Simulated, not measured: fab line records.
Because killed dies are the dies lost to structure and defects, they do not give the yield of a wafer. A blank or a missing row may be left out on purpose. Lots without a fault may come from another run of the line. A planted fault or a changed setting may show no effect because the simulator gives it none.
fab line records | flow n5-finfet
[record] lots = 4 | wafers = 12 | last-day = 17
route steps=1938 shown BEOL_M1@831 BEOL_M2@841 BEOL_M4@1111 PASSIVATION@1936
lots that met no fault: taken from a fault-free run of the same line
start-h: the number of hours between the record's first day and the start of the first shown wafer of the lot | wait-h: time in hours since the lot's previous step | " identical to the entry in the row above | L1.1+2: a row that stands for several wafers | - either no value or no given start | * or withheld: withheld | < > ~ a bound
route shown NAME@n: NAME is a module with steps in the file, n the number in the route of the first one | usual: mean/standard deviation of fault-free wafers | same: alike in all rows | chamber/n: place in a boat | sites: each site's reading | _std_site: the values' standard deviation | _edge_site: the outer-site mean with the inner-site mean subtracted | radius-mm: for every site, how far away it sits from the centre of the wafer | mask NAME#n: copy n | behind: tool/chamber where the wafer was last shaped | hold: why the lot was held/for how many hours/how that ended | device: names the non-switching transistor (n, p or np) | end of line: tests run on the same wafers once the route is complete | where a step has no rows: the recipe by itself | killed: count of dies lost to structure and defects at first sort (not the wafer's yield) | map: the dies of a wafer, with x for killed, . for not killed, _ for no die there
set.NAME: the setting the step ran with; set.NAME@STEP: the setting that earlier step ran with | model.NAME: the simulator's own value behind a step, which no gauge read
lots at some steps of the route; a table a step, a row a wafer
services: when a tool's chamber went out of use (start-h, in hours from the record's first day, below 0 if earlier), for how many hours, and the reason
[[steps]]
[step N5_BEOL_M1_ECD_50]
[recipe] material = Cu | target-thk-a = 3000
[step N5_BEOL_M1_ANNEAL_51]
[recipe] temp-c = 225 | time-s = 90 | ambient = N2
[step N5_BEOL_M1_CMP_52]
[recipe] stop-on = SiOC | t-overpolish-s = 6.8 | down-force-psi = 1 | platen-rpm = 50 | clearing-platen-down-force-psi = 1.5 | clearing-platen-rpm = 50 | post-cmp-clean = cu-alkaline | target-thk-nm = 40 | clearing-platen-pad-velocity-m-s = 0.99484 | pad-velocity-m-s = 0.99484
[step N5_BEOL_M1_PRE_CLEAN_60]
[recipe] gas = NH3/H2 | time-s = 15 | temp-c = * | rf-power-w = 300
[step N5_BEOL_M1_CO_CAP_55]
[recipe] material = Co | target-thk-a = 20 | temp-c = 200 | precursor = CCTBA/H2 | pressure-torr = 30 | time-s = 102.1
[step N5_BEOL_M1_PRE_CLEAN_56]
[recipe] gas = NH3 | time-s = 15 | temp-c = withheld | rf-power-w = 300
[step N5_BEOL_M1_DEP_57]
[recipe] material = SiCN | target-thk-a = 80 | temp-c = withheld | precursor = 3MS/NH3 | pressure-torr = 3 | rf-w = 202 | time-s = 14
[step N5_BEOL_M2_ILD_DEP_00]
[recipe] material = SiOC | target-thk-a = 790 | temp-c = 350 | precursor = DEMS/O2 | pressure-torr = 5 | rf-w = 500 | time-s = 15.3
[step N5_BEOL_M2_PECVD_72]
[recipe] material = SiO2 | target-thk-a = 160 | temp-c = 400 | precursor = TEOS/O2 | pressure-torr = 5.5 | rf-w = 450 | teos-flow-sccm = 53.8 | gas = O2 | flow-sccm = 3000 | time-s = 18
[usual] heater-power-w = 741/140 | showerhead-plenum-p-Torr = 8.79/0.048 | throttle-valve-pct = 22.3/0.73
lot.wafer | tool     | chamber | start-h | wait-h | heater-power-w | showerhead-plenum-p-Torr | throttle-valve-pct
L199.1    | pecvd-04 | 1       | 142.72  | 0.0    | 740            | 8.79                     | 22.5
L199.2    | "        | 2       | "       | "      | 738            | 8.77                     | 21.8
L199.6    | "        | 1       | "       | "      | 726            | 8.77                     | 22.2
L202.1    | pecvd-04 | 2       | 154.98  | 0.0    | 750            | 8.74                     | 22.1
L202.2    | "        | 1       | "       | "      | 752            | 8.79                     | 22.2
L202.4    | "        | 2       | "       | "      | 755            | 8.76                     | 22.1
L216.1    | pecvd-02 | 2       | 241.21  | 0.0    | 656            | 8.88                     | 22.8
L216.5    | "        | 1       | "       | "      | 939            | 8.80                     | 21.0
L216.6    | "        | 0       | "       | "      | 958            | 8.77                     | 23.5
L219.1    | pecvd-04 | 2       | 255.54  | 0.0    | 731            | 8.72                     | 22.5
L219.5    | "        | 2       | "       | "      | 711            | 8.74                     | 22.5
L219.6    | "        | 1       | "       | "      | 770            | 8.79                     | 22.3
[step N5_BEOL_M2_HM_DEP_02]
[recipe] material = TiN | target-thk-a = 200 | temp-c = 25 | chamber-pressure-pa = 0.49996
[step N5_BEOL_M2_COAT_61]
[recipe] resist = SOC | temp-c = 250 | time-s = 60 | spin-rpm = 1500 | resist-thk-nm = 60
[step N5_BEOL_M2_COAT_62]
[recipe] resist = SiARC | temp-c = 220 | time-s = 60 | spin-rpm = 1500 | resist-thk-nm = 12
[step N5_BEOL_M2_COAT_73]
[recipe] resist = underlayer | temp-c = 205 | time-s = 60 | spin-rpm = 1500 | resist-thk-nm = 5
[step N5_BEOL_M2_COAT_05]
[recipe] resist = CAR-EUV | spin-rpm = 1500 | resist-thk-nm = 30
[step N5_BEOL_M2_EBR_07]
[recipe] solvent = PGMEA | ebr-width-mm = 1.5
[step N5_BEOL_M2_SOFTBAKE_06]
[recipe] temp-c = 110 | time-s = 60 | resist = CAR-EUV
[step N5_BEOL_M2_EXPOSE_08]
[recipe] mask-id = M2 | na = 0.33 | source-shape = dipole | sigma-inner = 0.369 | sigma-outer = 0.767 | polarization = unpolarized | dose-mj = 41.25
[step N5_BEOL_M2_PEB_09]
[recipe] peb-temp-c = 100 | peb-time-s = 60 | resist = CAR-EUV
[step N5_BEOL_M2_DEVELOP_10]
[recipe] develop-time-s = 30 | developer = TMAH | resist = CAR-EUV | rinse-liquid = surfactant-rinse | dry = air-spin | dev-temp-c = 23
[step N5_BEOL_M2_INSPECT_13]
[recipe] mode = adi | inspect-instrument = brightfield
[usual] raw-defect-count = 400/81
lot.wafer | tool              | chamber | start-h | wait-h | raw-defect-count
L199.1    | defect-inspect-01 | -       | 143.98  | 0.1    | 423
L199.2    | "                 | -       | "       | "      | 1896
L199.6    | "                 | -       | "       | "      | 363
L202.1    | defect-inspect-01 | -       | 156.34  | 0.1    | 2064
L202.2    | "                 | -       | "       | "      | 585
L202.4    | "                 | -       | "       | "      | 1927
L216.1    | defect-inspect-02 | -       | 243.08  | 0.1    | 310
L216.5    | "                 | -       | "       | "      | 375
L216.6    | "                 | -       | "       | "      | 385
L219.1    | defect-inspect-02 | -       | 256.30  | 0.1    | 519
L219.5    | "                 | -       | "       | "      | 466
L219.6    | "                 | -       | "       | "      | 404
[step N5_BEOL_M2_DESCUM_16]
[recipe] chemistry = O2 | time-s = 7 | source-power-w = 50 | bias-power-w = 20 | pressure-mtorr = 20 | rf-frequency-hz = 2.712e+07 | temp-c = 40 | resist = CAR-EUV | o2-flow-sccm = 225
[step N5_BEOL_M4_RC_MEAS_101]
[usual] DIBL_N = 35.8/1.8 | DIBL_P = 35.9/2.2 | IOFF_N = 0.16/0.035 | IOFF_P = 0.21/0.04 | ION_N = 672/11 | ION_P = 461/7.4 | SS_N = 71.4/0.64 | SS_P = 73.2/0.67 | VT_N = 250/3.5 | VT_P = -251/3.4
lot.wafer | tool      | chamber | start-h | wait-h | DIBL_N[mV/V] | DIBL_P[mV/V] | IOFF_N[nA/um] | IOFF_P[nA/um] | ION_N[uA/um] | ION_P[uA/um] | SS_N[mV/dec] | SS_P[mV/dec] | VT_N[mV] | VT_P[mV]
L199.1    | prober-01 | 0       | 183.10  | 0.0    | 34.2         | 35.4         | 0.17          | 0.23          | 678          | 466          | 71.7         | 73.4         | 246      | -246
L199.2    | "         | 0       | "       | "      | 36.1         | 37.3         | 0.19          | 0.24          | 678          | 467          | 72.5         | 73.3         | 247      | -248
L199.6    | "         | 0       | "       | "      | 35.5         | 36.5         | 0.19          | 0.24          | 685          | 472          | 71.4         | 72.6         | 246      | -247
L202.1    | prober-02 | 0       | 188.33  | 0.0    | 34.7         | 35.5         | 0.14          | 0.21          | 660          | 466          | 71.8         | 73.4         | 251      | -248
L202.2    | "         | 0       | "       | "      | 35.2         | 37.2         | 0.17          | 0.23          | 679          | 472          | 71.8         | 73.9         | 250      | -249
L202.4    | "         | 0       | "       | "      | 32.8         | 33.4         | 0.12          | 0.17          | 668          | 463          | 70.9         | 72.6         | 253      | -252
L216.1    | prober-01 | 0       | 280.49  | 0.0    | 34.5         | 32.8         | 0.13          | 0.17          | 665          | 459          | 70.3         | 72.5         | 252      | -252
L216.5    | "         | 0       | "       | "      | 35.9         | 35.6         | 0.17          | 0.21          | 687          | 471          | 71.5         | 72.8         | 244      | -250
L216.6    | "         | 0       | "       | "      | 38.2         | 37.4         | 0.19          | 0.22          | 678          | 458          | 72.1         | 72.8         | 244      | -251
L219.1    | prober-01 | 0       | 287.79  | 0.0    | 30.4         | 29.3         | 0.08          | 0.11          | 638          | 447          | 69.6         | 72.1         | 261      | -257
L219.5    | "         | 0       | "       | "      | 33.8         | 33.5         | 0.11          | 0.15          | 665          | 456          | 71.1         | 73.0         | 253      | -256
L219.6    | "         | 0       | "       | "      | 38.0         | 38.3         | 0.19          | 0.23          | 689          | 467          | 71.5         | 74.1         | 247      | -249
[step N5_PASSIVATION_PROBE_49]
[usual] defect-limited-yield = 91.0/1.5 | killed_at_M0_to_M3 = 34/9.1 | killed_at_M4_up = 14/5.7 | killed-at-contacts = 13/5.7 | killed-at-front-end = 42/12 | killed-at-other = 4/3.4 | killed-dies = 106/17 | killed-on-rim = 14/4.3 | killed-open = 70/13 | killed-short = 34/7.5 | sort_bin_5_function = 5.2/0.94 | sort_bin_6_memory = 3.4/0.69 | sort_bin_8_speed = 0.00/0.029 | sort-n-pass = 1074/17 | sort-yield-pct = 91.0/1.5
[same] gross-dies = 1180 | killed-at-back-side = 0 | sort_bin_4_leakage[%] = 0
lot.wafer | tool      | chamber | start-h | wait-h | defect-limited-yield[%] | killed_at_M0_to_M3 | killed_at_M4_up | killed-at-contacts | killed-at-front-end | killed-at-other | killed-dies | killed-on-rim | killed-open | killed-short | sort_bin_5_function[%] | sort_bin_6_memory[%] | sort_bin_8_speed[%] | sort-n-pass | sort-yield-pct[%]
L199.1    | prober-02 | -       | 289.56  | 0.0    | 92.8                    | 39                 | 16              | 5                  | 25                  | 0               | 85          | 11            | 60          | 23           | 3.8                    | 3.1                  | 0                   | 1095        | 92.8
L199.2    | prober-02 | -       | 289.61  | 0.1    | 81.1                    | 166                | 21              | 9                  | 24                  | 3               | 223         | 27            | 64          | 23           | 9.8                    | 4.7                  | 0                   | 957         | 81.1
L199.6    | prober-02 | -       | 289.81  | 0.3    | 89.8                    | 43                 | 27              | 10                 | 40                  | 0               | 120         | 16            | 88          | 29           | 6.0                    | 3.7                  | 0                   | 1060        | 89.8
L202.1    | prober-02 | -       | 294.96  | 0.0    | 79.5                    | 177                | 11              | 8                  | 45                  | 1               | 242         | 32            | 57          | 45           | 11.6                   | 4.7                  | 0                   | 938         | 79.5
L202.2    | prober-02 | -       | 295.01  | 0.1    | 91.2                    | 41                 | 11              | 5                  | 45                  | 2               | 104         | 12            | 67          | 37           | 4.9                    | 3.5                  | 0                   | 1076        | 91.2
L202.4    | prober-02 | -       | 295.11  | 0.2    | 79.2                    | 166                | 19              | 15                 | 42                  | 4               | 246         | 30            | 70          | 46           | 12.6                   | 3.9                  | 0                   | 934         | 79.2
L216.1    | prober-01 | -       | 380.87  | 0.0    | 90.5                    | 39                 | 9               | 15                 | 47                  | 2               | 112         | 9             | 67          | 43           | 5.2                    | 4.1                  | 0                   | 1068        | 90.5
L216.5    | prober-01 | -       | 381.07  | 0.2    | 89.7                    | 32                 | 25              | 23                 | 37                  | 4               | 121         | 15            | 88          | 32           | 5.5                    | 4.2                  | 0                   | 1059        | 89.7
L216.6    | prober-01 | -       | 381.12  | 0.3    | 91.5                    | 42                 | 10              | 26                 | 16                  | 6               | 100         | 9             | 72          | 27           | 4.9                    | 3.3                  | 0                   | 1080        | 91.5
L219.1    | prober-02 | -       | 395.72  | 0.0    | 84.9                    | 57                 | 29              | 28                 | 63                  | 1               | 178         | 33            | 119         | 56           | 8.0                    | 6.2                  | 0.34                | 998         | 84.6
L219.5    | prober-02 | -       | 395.92  | 0.2    | 90.8                    | 43                 | 16              | 12                 | 34                  | 4               | 109         | 9             | 74          | 33           | 5.7                    | 3.4                  | 0                   | 1071        | 90.8
L219.6    | prober-02 | -       | 395.97  | 0.3    | 90.7                    | 43                 | 14              | 11                 | 41                  | 1               | 110         | 11            | 78          | 30           | 5.7                    | 3.1                  | 0                   | 1070        | 90.7
// killed by level:class
L199.1 BEOL_M1:geometric-particle:open=10 STI_FIN_REVEAL:geometric-particle:open=9 BEOL_M0_SAQP:geometric-particle:short=8 BEOL_M0_SAQP:geometric-particle:open=7 BEOL_M4:geometric-particle:open=7 FIN_SAQP:geometric-particle:open=6 BEOL_M2:geometric-particle:open=6 FIN_SAQP:geometric-particle:short=3
L199.2 BEOL_M2:unspecified=133 BEOL_M4:geometric-particle:open=14 STI_FIN_REVEAL:geometric-particle:open=8 MOL_CONTACT_COAG:geometric-particle:open=8 BEOL_M0_SAQP:geometric-particle:open=8 BEOL_M1:geometric-particle:open=7 BEOL_M0_SAQP:geometric-particle:short=6 BEOL_M2:geometric-particle:open=4
L199.6 BEOL_M4:geometric-particle:open=22 STI_FIN_REVEAL:geometric-particle:open=18 BEOL_M1:geometric-particle:open=10 BEOL_M0_SAQP:geometric-particle:short=8 BEOL_M0_SAQP:geometric-particle:open=8 BEOL_M2:geometric-particle:open=7 MOL_CONTACT_COAG:geometric-particle:open=7 FIN_SAQP:geometric-particle:open=4
L202.1 BEOL_M2:unspecified=140 BEOL_M0_SAQP:geometric-particle:short=13 FIN_SAQP:geometric-particle:short=9 BEOL_M0_SAQP:geometric-particle:open=9 BEOL_M4:geometric-particle:open=8 GATE_CUT:geometric-particle:short=7 FIN_SAQP:geometric-particle:open=6 GATE_CUT:geometric-particle:open=6
L202.2 FIN_SAQP:geometric-particle:open=9 BEOL_M0_SAQP:geometric-particle:open=9 BEOL_M1:geometric-particle:open=9 FIN_SAQP:geometric-particle:short=8 BEOL_M3:geometric-particle:open=7 BEOL_M0_SAQP:geometric-particle:short=7 MOL_CONTACT_COAG:geometric-particle:open=5 BEOL_M4:geometric-particle:open=5
L202.4 BEOL_M2:unspecified=130 BEOL_M0_SAQP:geometric-particle:open=12 MOL_CONTACT_COAG:geometric-particle:open=12 BEOL_M0_SAQP:geometric-particle:short=11 FIN_SAQP:geometric-particle:short=8 BEOL_M5:geometric-particle:open=8 FIN_SAQP:geometric-particle:open=7 GATE_CUT:geometric-particle:open=7
L216.1 MOL_CONTACT_COAG:geometric-particle:open=13 FIN_SAQP:geometric-particle:open=10 BEOL_M0_SAQP:geometric-particle:short=9 BEOL_M3:geometric-particle:short=9 ILD0:geometric-particle:open=8 BEOL_M3:geometric-particle:open=8 FIN_SAQP:geometric-particle:short=7 ILD0:geometric-particle:short=6
L216.5 MOL_CONTACT_COAG:geometric-particle:open=18 BEOL_M4:geometric-particle:open=13 FIN_SAQP:geometric-particle:open=11 BEOL_M1:geometric-particle:open=11 BEOL_M3:geometric-particle:open=6 MOL_CONTACT_COAG:geometric-particle:short=5 BEOL_M0_SAQP:geometric-particle:short=5 BEOL_M0_SAQP:geometric-particle:open=5
L216.6 MOL_CONTACT_COAG:geometric-particle:open=22 BEOL_M1:geometric-particle:open=11 BEOL_M3:geometric-particle:open=8 BEOL_M1:geometric-particle:short=7 ILD0:geometric-particle:open=5 BEOL_M2:geometric-particle:open=5 MOL_CONTACT_COAG:geometric-particle:short=4 BEOL_M0_SAQP:geometric-particle:open=4
L219.1 MOL_CONTACT_COAG:geometric-particle:open=25 BEOL_M1:geometric-particle:open=16 FIN_SAQP:geometric-particle:open=12 FIN_SAQP:geometric-particle:short=12 STI_FIN_REVEAL:geometric-particle:open=12 BEOL_M4:geometric-particle:open=11 BEOL_M0_SAQP:geometric-particle:short=9 BEOL_M3:geometric-particle:short=9
L219.5 MOL_CONTACT_COAG:geometric-particle:open=10 FIN_SAQP:geometric-particle:short=8 BEOL_M0_SAQP:geometric-particle:open=8 BEOL_M3:geometric-particle:open=8 BEOL_M6:geometric-particle:open=7 STI_FIN_REVEAL:geometric-particle:open=6 BEOL_M0_SAQP:geometric-particle:short=6 BEOL_M2:geometric-particle:open=6
L219.6 STI_FIN_REVEAL:geometric-particle:open=12 MOL_CONTACT_COAG:geometric-particle:open=11 BEOL_M0_SAQP:geometric-particle:short=11 BEOL_M0_SAQP:geometric-particle:open=8 BEOL_M1:geometric-particle:open=7 BEOL_M2:geometric-particle:open=6 BEOL_M4:geometric-particle:open=5 FIN_SAQP:geometric-particle:open=4
// map L199.2 (x killed, . not)
_________________.......x....________________
______________........xx........_____________
___________.......x.........x......__________
__________.xx..x........xx..x......._________
________.x............x..............._______
_______.....x.............x............______
______.....x.......x...................._____
_____.x............x..................x..____
____......x.....x...x.....................___
___............x.....x.....................__
___.x.x.....x..................x...........__
__.......................................x.._
__...x.....................................x_
_......x......x...xx....x....................
_............................x.x.......x....x
_.............x....x....................x....
_...........x.............x.................x
_.x....x..x...........x...........xx.....x...
_.......x....................x............xx.
_.xxx...................x....................
_.........x.......x...x.x.......x............
__....x.......................x.x...x.....x._
__................x.....x..x.........x.x...._
___.........xx..............xx.x.....x.....__
___..x...................xxxxxxxxxx...x.x..__
____........x.........x...xxxxxxx..xx.....___
_____.........x......x.xxxxxxxxxxxx.x....____
______.........x...x.xxxxxxxxxxxxxxxxx.._____
_______............xx.xxxxxxxxxxxxxxx..______
________.......x...xx.xxxxxxxxxxxxxxxx_______
__________..........xxx.xxxxxxxxxxxx_________
___________..........xxxxxxxxxxxxxx__________
______________........xxxxxxxxxx_____________
_________________..x...xxxxxx________________
// map L202.4 (x killed, . not)
_________________............________________
______________...x.............._____________
___________...xx.............x....x__________
__________.x......x................._________
________....x.......x................._______
_______.......x.xx.....................______
______...x...............x.............._____
_____.............x.......x...x..........____
____...x.x....x.x.x..............x........___
___..x....xx...x.x.x.........x......x...x..__
___.....x.............x......x.x..x...x....__
__......x....x....x...x..........x.x......x._
__.......x............x.....x.x....x........_
_.............x.......x..............x.......
_..x.......x..x...........x......xx..........
_x..................................xx.......
_......................x.x.......x.........x.
_..x...x..........xx.....x..................x
_.........................x..................
_.................................x..........
_.x.....x...x.x...................x..x.......
__........x............x..x......x.........x_
__.........................x.xxx....xxx....x_
___.............xxx........xxxxxx.x........__
___....................xx.x.xxxxxxxxx...x..__
____..............x....xxxxxxxxxxxx.xx....___
_____..x...........x.xx.xxxxxxxxxxxx.x...____
______..............x.xxxxxxxxxxxxxxx..._____
_______..........x.x.xxxxxxxxxxxxxxxxx.______
________...x..x.......xxxxxxxxxxxxxx.x_______
__________....x......xxx.xxxxxxxxxxx_________
___________.......x..xx.xxxxxxxxxxx__________
______________..x.....xxxxxxxxxx_____________
_________________.....xx.xxxx________________
[[services]]
tool     | chamber | start-h | hours | kind
pecvd-04 | -       | 122.22  | 2.8   | pm
pecvd-04 | 0       | 138.59  | 10.1  | repair
pecvd-02 | 2       | 151.94  | 5.0   | scheduled-down
pecvd-02 | -       | 172.67  | 1.9   | repair
pecvd-02 | 0       | 186.88  | 2.1   | scheduled-down
pecvd-02 | -       | 217.46  | 14.6  | pm
pecvd-04 | 1       | 220.31  | 5.5   | scheduled-down
[[key]]
[first-sign] step = N5_BEOL_M2_INSPECT_13 | reading = raw-defect-count | direction = up | sigmas = 19 | usual = 400 | struck = 1962
[effect] step = N5_PASSIVATION_PROBE_49 | reading = killed_at_M0_to_M3 | direction = up | sigmas = 15 | usual = 34 | struck = 170
[more-kills-born-at] N5_BEOL_M2_PECVD_72@pecvd-04 = 403
met-at N5_BEOL_M2_PECVD_72
struck-wafers L199.2,L202.1,L202.4
[fault] kind = chamber-particle-source | tool = pecvd-04 | chamber = 2 | onset-h = 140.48 | steps = N5_BEOL_M2_PECVD_72 | rate-per-visit-cm2 = 2.2337 | end-h = 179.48
